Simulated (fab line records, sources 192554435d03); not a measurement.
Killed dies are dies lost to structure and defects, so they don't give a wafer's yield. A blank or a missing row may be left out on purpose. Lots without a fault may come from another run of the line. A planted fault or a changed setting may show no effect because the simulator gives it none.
Which tool did it? | flow n5_finfet | 10 lots, 27 wafers sampled, at 5 steps of a route of 1938

WHAT THE GAUGES READ, wafer by wafer
N5_BEOL_M4_RC_MEAS_101. Usual: DIBL_N 36.8 mV/V, standard deviation 2.1; DIBL_P 37.1 mV/V, standard deviation 2.2; IOFF_N 0.18 nA/um, standard deviation 0.037; IOFF_P 0.23 nA/um, standard deviation 0.041; ION_N 682 uA/um, standard deviation 13; ION_P 467 uA/um, standard deviation 8.6; SS_N 71.7 mV/dec, standard deviation 0.61; SS_P 73.5 mV/dec, standard deviation 0.6; VT_N 248 mV, standard deviation 3.4; VT_P -249 mV, standard deviation 3.5.
lot  | measured     | on        | DIBL_N (mV/V)  | DIBL_P (mV/V)  | IOFF_N (nA/um) | IOFF_P (nA/um) | ION_N (uA/um) | ION_P (uA/um) | SS_N (mV/dec)  | SS_P (mV/dec)  | VT_N (mV)   | VT_P (mV)      | flag
L266 | day 8 01:06  | prober-01 | 39.8 39.1 40.5 | 39.1 37.5 39.5 | 0.22 0.19 0.24 | 0.26 0.23 0.28 | 695 691 706   | 474 467 479   | 72.5 72.8 72.6 | 74.0 73.8 73.9 | 244 247 245 | -249 -247 -246 |
L270 | day 9 08:34  | prober-01 | 41.3 43.3 42.2 | 39.9 42.7 40.4 | 0.26 0.29 0.26 | 0.28 0.34 0.28 | 677 697 691   | 464 470 465   | 73.4 73.4 72.7 | 75.0 75.1 74.4 | 244 242 244 | -247 -244 -250 |
L272 | day 9 16:19  | prober-02 | 37.2 37.9      | 37.9 38.0      | 0.22 0.22      | 0.30 0.30      | 689 686       | 476 475       | 71.4 72.5      | 74.1 73.9      | 240 241     | -243 -246      |
L273 | day 9 22:05  | prober-02 | 38.2 39.4      | 36.8 37.6      | 0.18 0.21      | 0.22 0.22      | 670 666       | 460 452       | 72.3 72.5      | 73.4 73.1      | 246 247     | -249 -252      |
L276 | day 10 20:10 | prober-01 | 36.6 35.6      | 35.9 35.5      | 0.15 0.14      | 0.19 0.19      | 674 670       | 461 463       | 71.2 71.5      | 73.1 72.8      | 252 252     | -253 -252      |
L284 | day 12 17:45 | prober-02 | 34.4 35.2 35.3 | 33.9 34.6 35.2 | 0.13 0.15 0.15 | 0.19 0.20 0.20 | 686 679 676   | 464 471 469   | 70.8 71.1 71.8 | 72.9 72.9 72.9 | 250 246 250 | -247 -250 -249 |
L285 | day 13 06:46 | prober-02 | 38.5 34.8 36.3 | 39.1 34.6 36.2 | 0.22 0.14 0.18 | 0.26 0.18 0.21 | 699 669 696   | 473 467 472   | 71.3 70.4 70.7 | 75.0 73.3 73.9 | 245 253 247 | -248 -249 -251 |
L287 | day 13 08:25 | prober-01 | 35.1 35.8 37.7 | 37.3 37.5 41.0 | 0.16 0.16 0.22 | 0.20 0.20 0.26 | 677 684 690   | 466 464 468   | 70.8 71.4 71.8 | 72.6 73.9 74.3 | 249 250 247 | -250 -250 -248 |
L286 | day 13 14:47 | prober-01 | 37.0 37.0 39.1 | 39.5 39.3 41.5 | 0.20 0.19 0.24 | 0.29 0.29 0.33 | 694 685 696   | 475 476 480   | 72.4 71.6 73.0 | 74.0 73.7 74.6 | 245 247 244 | -242 -242 -242 |
L288 | day 13 18:50 | prober-01 | 36.3 38.0 37.9 | 35.6 38.2 38.1 | 0.15 0.18 0.18 | 0.20 0.25 0.24 | 679 682 688   | 466 469 469   | 71.5 72.5 71.8 | 73.2 74.5 73.6 | 249 248 249 | -251 -249 -247 |

N5_BEOL_M11_OVL_MEAS_12. Usual: M11_OVL -0.3 nm, standard deviation 0.81.
lot  | measured     | on         | M11_OVL (nm)   | flag
L266 | day 10 10:07 | overlay-01 | -0.9 -0.5 -1.1 |
L270 | day 11 18:33 | overlay-01 | -0.1 1.0 -0.8  |
L272 | day 12 08:01 | overlay-02 | -0.1 -0.4      |
L273 | day 12 08:20 | overlay-01 | -0.5 0.5       |
L276 | day 13 02:44 | overlay-01 | -0.2 -0.3      |
L284 | day 15 08:30 | overlay-01 | 1.3 0.3 0.2    |
L285 | day 15 12:13 | overlay-02 | -0.3 -0.1 -1.5 |
L287 | day 15 12:22 | overlay-02 | 1.0 -0.4 -1.4  |
L286 | day 16 00:31 | overlay-01 | -1.1 -1.6 -0.9 |
L288 | day 16 09:38 | overlay-01 | 0.3 -0.9 -1.4  |

N5_BEOL_M11_CD_MEAS_28: target cd 70 nm. Usual: cd_nm 70.8 nm, standard deviation 0.92.
lot  | measured     | on        | cd_nm (nm)     | flag
L266 | day 10 12:40 | cd_sem-01 | 71.4 70.2 71.7 |
L270 | day 11 19:35 | cd_sem-02 | 70.1 70.8 71.7 |
L272 | day 12 11:41 | cd_sem-01 | 70.1 59.6      | OFF
L273 | day 12 11:38 | cd_sem-01 | 69.8 62.1      | OFF
L276 | day 13 06:19 | cd_sem-02 | 61.0 71.5      | OFF
L284 | day 15 09:33 | cd_sem-03 | 70.7 69.0 71.8 |
L285 | day 15 21:55 | cd_sem-03 | 71.3 71.5 72.1 |
L287 | day 15 21:57 | cd_sem-02 | 70.6 72.4 72.2 |
L286 | day 16 01:47 | cd_sem-01 | 71.7 72.5 72.5 |
L288 | day 16 10:43 | cd_sem-01 | 69.1 68.6 69.2 |

WHICH TOOL RAN EACH LOT (tool, then ch and the chambers of the sampled wafers, then the start)
lot  | N5_BEOL_M11_HM_OPEN_17            | N5_BEOL_M11_PEB_26
L266 | rie_metal-03 ch 0,1, day 10 10:35 | litho_track-05 ch 0, day 10 12:35
L270 | rie_metal-03 ch 0,1, day 11 18:55 | litho_track-04 ch 0, day 11 19:31
L272 | rie_metal-01 ch 0, day 12 08:31   | litho_track-01 ch 0, day 12 11:37
L273 | rie_metal-02 ch 0,1, day 12 09:01 | litho_track-01 ch 0, day 12 11:34
L276 | rie_metal-03 ch 1, day 13 03:10   | litho_track-01 ch 0, day 13 06:15
L284 | rie_metal-01 ch 0,1, day 15 08:50 | litho_track-05 ch 0, day 15 09:29
L285 | rie_metal-01 ch 0,1, day 15 12:35 | litho_track-04 ch 0, day 15 21:50
L287 | rie_metal-01 ch 1, day 15 12:41   | litho_track-01 ch 0, day 15 21:53
L286 | rie_metal-02 ch 0,1, day 16 01:16 | litho_track-01 ch 0, day 16 01:43
L288 | rie_metal-01 ch 0,1, day 16 10:04 | litho_track-01 ch 0, day 16 10:38
- N5_BEOL_M11_HM_OPEN_17: chemistry Cl2/BCl3, target TiN, target depth 20 nm, overetch 6 nm.
- N5_BEOL_M11_PEB_26: peb time 60 s.

WHAT THE TOOLS THEMSELVES READ (means of the sampled wafers that have a number; where no wafer has one, the mark that the record gives instead)
N5_BEOL_M11_HM_OPEN_17. Usual: chamber_pressure_mTorr 9.999 mTorr, standard deviation 0.0092; drypump_motor_current_A 5.9 A, standard deviation 0.32; oes_product_au 0.68 a.u., standard deviation 0.089; throttle_valve_pct 22.0 %, standard deviation 0.31.
lot  | tool         | chamber_pressure_mTorr (mTorr) | drypump_motor_current_A (A) | oes_product_au (a.u.) | throttle_valve_pct (%) | flag
L266 | rie_metal-03 | 9.991                          | 6.2                         | 0.62                  | 22.4                   |
L270 | rie_metal-03 | 9.996                          | 6.2                         | 0.72                  | 22.4                   |
L272 | rie_metal-01 | 9.992                          | 5.7                         | 0.67                  | 21.8                   |
L273 | rie_metal-02 | 10.008                         | 5.6                         | 0.60                  | 21.9                   |
L276 | rie_metal-03 | 10.006                         | 6.1                         | 0.65                  | 22.3                   |
L284 | rie_metal-01 | 10.002                         | 5.9                         | 0.69                  | 21.8                   |
L285 | rie_metal-01 | 10.006                         | 5.9                         | 0.69                  | 21.8                   |
L287 | rie_metal-01 | 10.007                         | 6.2                         | 0.76                  | 21.8                   |
L286 | rie_metal-02 | 9.997                          | 5.5                         | 0.68                  | 21.7                   |
L288 | rie_metal-01 | 10.006                         | 5.9                         | 0.68                  | 21.9                   |

N5_BEOL_M11_PEB_26. Usual: exhaust_pa 45.1 Pa, standard deviation 0.84.
lot  | tool           | exhaust_pa (Pa) | flag
L266 | litho_track-05 | 45.2            |
L270 | litho_track-04 | 45.4            |
L272 | litho_track-01 | 45.4            |
L273 | litho_track-01 | 45.1            |
L276 | litho_track-01 | 45.1            |
L284 | litho_track-05 | 45.1            |
L285 | litho_track-04 | 44.9            |
L287 | litho_track-01 | 44.2            |
L286 | litho_track-01 | 43.9            |
L288 | litho_track-01 | 44.6            |

THE ANSWER, worked out from the rows above alone
Rule: a lot is off if the mean of its wafers that have a number lies more than 3 standard deviations from the usual mean. A lot without any number at a reading at which 4 lots or more have one is off too. The other lots that the step has rows for count as sound. The gauges are gone through in route order, then the tools' own readings, and for those a lot's mean is taken as printed above. The first step at which some lot is off is used, and at that step the reading that is off furthest; a lot without a number counts as furthest.
Off: L272, L273, L276, at N5_BEOL_M11_CD_MEAS_28 (cd_nm).
A tool fits if, at a process step before that reading, it ran every lot that is off, and no sound lot after the first of them. The gauges at N5_BEOL_M11_CD_MEAS_28 are tried like those tools. None of those tried fits.

WHAT THE SIMULATOR HAD PUT IN
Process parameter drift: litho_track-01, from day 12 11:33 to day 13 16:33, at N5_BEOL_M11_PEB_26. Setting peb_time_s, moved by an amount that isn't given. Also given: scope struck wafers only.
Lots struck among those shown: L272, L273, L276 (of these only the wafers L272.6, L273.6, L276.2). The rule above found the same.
